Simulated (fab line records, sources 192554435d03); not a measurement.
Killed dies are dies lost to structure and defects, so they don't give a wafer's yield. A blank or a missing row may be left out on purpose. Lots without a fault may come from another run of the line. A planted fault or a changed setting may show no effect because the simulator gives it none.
fab line records | flow n5_finfet
record lots=14 wafers=40 last_day=20
route steps=1938 shown BEOL_M9@1460 TV_LITHO@1884 PAD_METAL@1894 PASSIVATION@1936
lots that met no fault: from a run of the same line without faults
start_h: hours from the record's first day to the start of the lot's first wafer shown | wait_h: hours since the lot's step before | " the same as in the row above | L1.1+2: a row that stands for several wafers | - no value, or no start given | * or withheld: withheld | < > ~ a bound
route shown NAME@n: a module of which the file shows steps, and the number in the route of the first | usual: mean/standard deviation of fault-free wafers | same: alike in all rows | chamber/n: place in a boat | sites: the reading at each site | _std_site: their standard deviation | _edge_site: outer sites' mean less inner sites' | radius_mm: how far each site lies from the wafer's centre | mask NAME#n: copy n | behind: the tool/chamber that last shaped the wafer | hold: why the lot was held/for how many hours/how that ended | device: the transistor (n, p or np) that didn't switch | end of line: the same wafers' tests at the end of the route | a step without rows: its recipe alone | killed: dies lost to structure and defects at the first sort, not the wafer's yield | map: a wafer's dies, x killed, . not, _ none there
set.NAME: the setting as run; set.NAME@STEP: as run at that earlier step | model.NAME: the simulator's own value behind a step, which no gauge read
steps of the route over a sample of lots; a table a step, a row a wafer
services: from which hour (start_h, from the record's first day; less than 0 if before it) a tool's chamber was out of use, for how many hours, and why
## steps
# step N5_BEOL_M9_CVD_78
# recipe material=Co target_thk_a=20 temp_c=withheld precursor=CCTBA/H2 pressure_torr=30 time_s=138.9
# columns lot.wafer tool chamber start_h wait_h
L478.3+5+6 cvd_co-02 2,1,2 265.94 0.0
L479.4+5 cvd_co-02 0,1 272.68 0.1
L480.1+4+5 cvd_co-01 0,1,0 276.61 0.0
L482.1+4+6 cvd_co-01 0,0,1 283.74 0.1
L486.2+6 cvd_co-01 0,2 292.81 0.1
L485.2+4+5 cvd_co-02 1,2,1 296.52 0.0
L483.1+3+6 cvd_co-02 0,1,2 303.16 0.1
L484.2+3+4 cvd_co-01 0,2,0 314.07 0.2
L487.1+4+6 cvd_co-01 0,0,1 318.36 0.0
L491.1+2+6 cvd_co-02 1,2,0 332.92 0.0
L493.1+3+5 cvd_co-02 1,0,0 372.02 0.0
L499.2+3+4 cvd_co-01 1,2,1 388.48 0.0
L500.1+4+6 cvd_co-01 1,0,1 401.43 0.1
L498.2+4+5 cvd_co-02 1,2,0 406.46 0.0
# step N5_PASSIVATION_OVL_MEAS_60
# recipe points_per_wafer=44
# usual TV_OVL=3/5.5
# columns lot.wafer tool chamber start_h wait_h TV_OVL[nm]
L478.3 overlay-01 0 311.92 0.0 8
L478.5 " 0 " " 8
L478.6 " 0 " " 8
L480.1 overlay-02 0 330.25 0.0 -3
L480.4 " 0 " " -3
L480.5 " 0 " " 3
L479.4 overlay-02 0 331.52 0.0 -2
L479.5 " 0 " " 0
L482.1 overlay-02 0 337.30 0.0 0
L482.4 " 0 " " 3
L482.6 " 0 " " -1
L486.2 overlay-01 0 340.66 0.0 7
L486.6 " 0 " " 17
L485.2 overlay-02 0 341.59 0.0 5
L485.4 " 0 " " 4
L485.5 " 0 " " 8
L483.1 overlay-01 0 354.27 0.0 -2
L483.3 " 0 " " 4
L483.6 " 0 " " 2
L487.1 overlay-01 0 369.08 0.0 -2
L487.4 " 0 " " 5
L487.6 " 0 " " 3
L484.2 overlay-02 0 370.96 0.0 0
L484.3 " 0 " " 1
L484.4 " 0 " " 5
L491.1 overlay-02 0 392.49 0.0 -8
L491.2 " 0 " " 0
L491.6 " 0 " " 4
L493.1 overlay-01 0 463.56 0.0 5
L493.3 " 0 " " 1
L493.5 " 0 " " 1
L500.1 overlay-02 0 471.82 0.0 -2
L500.4 " 0 " " -10
L500.6 " 0 " " -2
L499.2 overlay-01 0 471.98 0.0 5
L499.3 " 0 " " 3
L499.4 " 0 " " 2
L498.2 overlay-02 0 482.38 0.0 6
L498.4 " 0 " " 7
L498.5 " 0 " " 7
# step N5_PASSIVATION_PRE_CLEAN_19
# recipe gas=H2/He time_s=* temp_c=*
# usual heater_power_w=459/29 susceptor_temp_C=*
# columns lot.wafer tool chamber start_h wait_h heater_power_w susceptor_temp_C
L478.3 pvd_sputter-02 - 313.19 0.0 437 *
L478.5 " - " " 399 *
L478.6 " - " " 481 *
L480.1 pvd_sputter-01 - 331.53 0.0 513 *
L480.4 " - " " 481 *
L480.5 " - " " 468 *
L479.4 pvd_sputter-02 - 332.58 0.0 423 *
L479.5 " - " " 441 *
L482.1 pvd_sputter-03 - 338.40 0.0 451 *
L482.4 " - " " 441 *
L482.6 " - " " 484 *
L486.2 pvd_sputter-03 - 341.74 0.0 440 *
L486.6 " - " " 454 *
L485.2 pvd_sputter-03 - 342.34 0.0 497 *
L485.4 " - " " 437 *
L485.5 " - " " 451 *
L483.1 pvd_sputter-03 - 355.77 0.0 450 *
L483.3 " - " " 435 *
L483.6 " - " " 466 *
L487.1 pvd_sputter-03 - 369.82 0.0 494 *
L487.4 " - " " 479 *
L487.6 " - " " 444 *
L484.2 pvd_sputter-01 - 372.31 0.0 522 *
L484.3 " - " " 470 *
L484.4 " - " " 417 *
L491.1 pvd_sputter-03 - 393.87 0.0 470 *
L491.2 " - " " 443 *
L491.6 " - " " 445 *
L493.1 pvd_sputter-02 - 464.58 0.0 400 *
L493.3 " - " " 433 *
L493.5 " - " " 437 *
L500.1 pvd_sputter-01 - 472.60 0.0 474 *
L500.4 " - " " 513 *
L500.6 " - " " 478 *
L499.2 pvd_sputter-03 - 475.34 0.0 505 *
L499.3 " - " " 453 *
L499.4 " - " " 447 *
L498.2 pvd_sputter-03 - 483.17 0.0 463 *
L498.4 " - " " 507 *
L498.5 " - " " 482 *
# step N5_PASSIVATION_PROBE_49
# usual defect_limited_yield=91.2/1.5 killed_at_M0_to_M3=36/10 killed_at_M4_up=14/5.2 killed_at_contacts=12/6 killed_at_front_end=37/10 killed_at_other=4/3.3 killed_dies=104/18 killed_open=68/14 killed_short=34/7.4 sort_bin_4_leakage=0.01/0.04 sort_bin_5_function=5.2/1 sort_bin_6_memory=3.3/0.7 sort_bin_8_speed=0.01/0.045 sort_n_pass=1076/18 sort_yield_pct=91.2/1.5
# same gross_dies=1180 killed_at_back_side=0
# columns lot.wafer tool chamber start_h wait_h defect_limited_yield[%] killed_at_M0_to_M3 killed_at_M4_up killed_at_contacts killed_at_front_end killed_at_other killed_dies killed_open killed_short sort_bin_4_leakage[%] sort_bin_5_function[%] sort_bin_6_memory[%] sort_bin_8_speed[%] sort_n_pass sort_yield_pct[%]
L493.1 prober-01 - 470.34 0.0 91.4 36 12 9 43 1 101 64 35 0 5.6 2.8 0 1079 91.4
L493.3 prober-01 - 470.44 0.1 80.3 24 153 3 42 11 233 67 26 0 11.6 4.7 0.08 947 80.3
L493.5 prober-01 - 470.54 0.2 81.1 19 149 10 40 5 223 52 26 0 11.8 4.2 0 957 81.1
L498.2 prober-02 - 488.71 0.1 90.4 50 12 18 30 3 113 75 38 0 5.3 3.8 0 1067 90.4
L498.4 prober-02 - 488.81 0.2 91.3 35 19 13 28 8 103 65 36 0 4.6 3.7 0 1077 91.3
L498.5 prober-02 - 488.86 0.2 79.5 50 157 12 18 5 242 58 37 0 13.1 4.1 0 938 79.5
# killed by level:class
L493.1 BEOL_M2:geometric_particle:open=12 STI_FIN_REVEAL:geometric_particle:open=11 FIN_SAQP:geometric_particle:open=9 FIN_SAQP:geometric_particle:short=6 BEOL_M0_SAQP:geometric_particle:open=6 GATE_CUT:geometric_particle:short=5 MOL_CONTACT_COAG:geometric_particle:open=5 BEOL_M4:geometric_particle:open=5
L493.3 BEOL_M9:unspecified=139 FIN_SAQP:geometric_particle:open=18 GATE_CUT:geometric_particle:open=9 FIN_SAQP:geometric_particle:short=8 BEOL_M5:geometric_particle:open=8 BEOL_M0_SAQP:geometric_particle:short=7 BEOL_M0_SAQP:geometric_particle:open=6 MIM_TOP:geometric_particle:open=5
L493.5 BEOL_M9:unspecified=144 FIN_SAQP:geometric_particle:open=10 STI_FIN_REVEAL:geometric_particle:open=9 MOL_CONTACT_COAG:geometric_particle:open=8 GATE_CUT:geometric_particle:short=7 FIN_SAQP:geometric_particle:short=4 BEOL_M1:geometric_particle:open=4 BEOL_M2:geometric_particle:open=4
L498.2 MOL_CONTACT_COAG:geometric_particle:open=15 FIN_SAQP:geometric_particle:short=12 BEOL_M0_SAQP:geometric_particle:short=12 BEOL_M0_SAQP:geometric_particle:open=11 BEOL_M2:geometric_particle:open=9 BEOL_M1:geometric_particle:open=7 FIN_SAQP:geometric_particle:open=6 BEOL_M0:geometric_particle:open=5
L498.4 MOL_CONTACT_COAG:geometric_particle:open=12 FIN_SAQP:geometric_particle:short=10 BEOL_M0_SAQP:geometric_particle:open=10 BEOL_M2:geometric_particle:open=8 BEOL_M4:geometric_particle:open=5 BEOL_M0_SAQP:geometric_particle:short=4 BEOL_M4:geometric_particle:short=4 MIM_TOP_ETCH:geometric_particle:short=4
L498.5 BEOL_M9:unspecified=147 MOL_CONTACT_COAG:geometric_particle:open=11 BEOL_M0_SAQP:geometric_particle:open=10 BEOL_M2:geometric_particle:open=10 BEOL_M0_SAQP:geometric_particle:short=9 GATE_CUT:geometric_particle:short=5 BEOL_M0:geometric_particle:open=5 BEOL_M3:geometric_particle:open=4
## services
# columns tool chamber start_h hours kind
cvd_co-01 0 243.52 11.4 repair
cvd_co-02 - 285.01 2.8 pm
cvd_co-02 1 333.33 - clean
cvd_co-02 1 333.33 22.0 scheduled_down
cvd_co-02 1 333.33 22.0 vent_cycle
cvd_co-02 - 333.80 0.5 repair
cvd_co-01 - 379.83 1.9 repair
pvd_sputter-01 - 393.50 73.0 repair
cvd_co-02 2 416.36 41.6 repair
cvd_co-01 0 426.49 10.8 repair
pvd_sputter-02 - 431.19 14.6 repair
cvd_co-01 - 431.77 0.9 repair
cvd_co-02 0 446.15 13.3 repair
## key
first_sign step=N5_PASSIVATION_PROBE_49 reading=killed_at_M4_up direction=up sigmas=27 usual=14 struck=153
effect step=N5_PASSIVATION_PROBE_49 reading=defect_limited_yield direction=down sigmas=7.3 usual=91.2 struck=80.3
more_kills_born_at N5_BEOL_M9_CVD_78@cvd_co-02=430
met_at N5_BEOL_M9_CVD_78
struck_lots L493,L498
struck_wafers L493.3,L493.5,L498.5
not_acting_at N5_PASSIVATION_OVL_MEAS_60,N5_PASSIVATION_PRE_CLEAN_19
onset_between 332.92 372.02
fault kind=chamber_particle_source tool=cvd_co-02 chamber=0 onset_h=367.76 steps=N5_BEOL_M9_CVD_78 rate_per_visit_cm2=1.3438 end_h=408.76
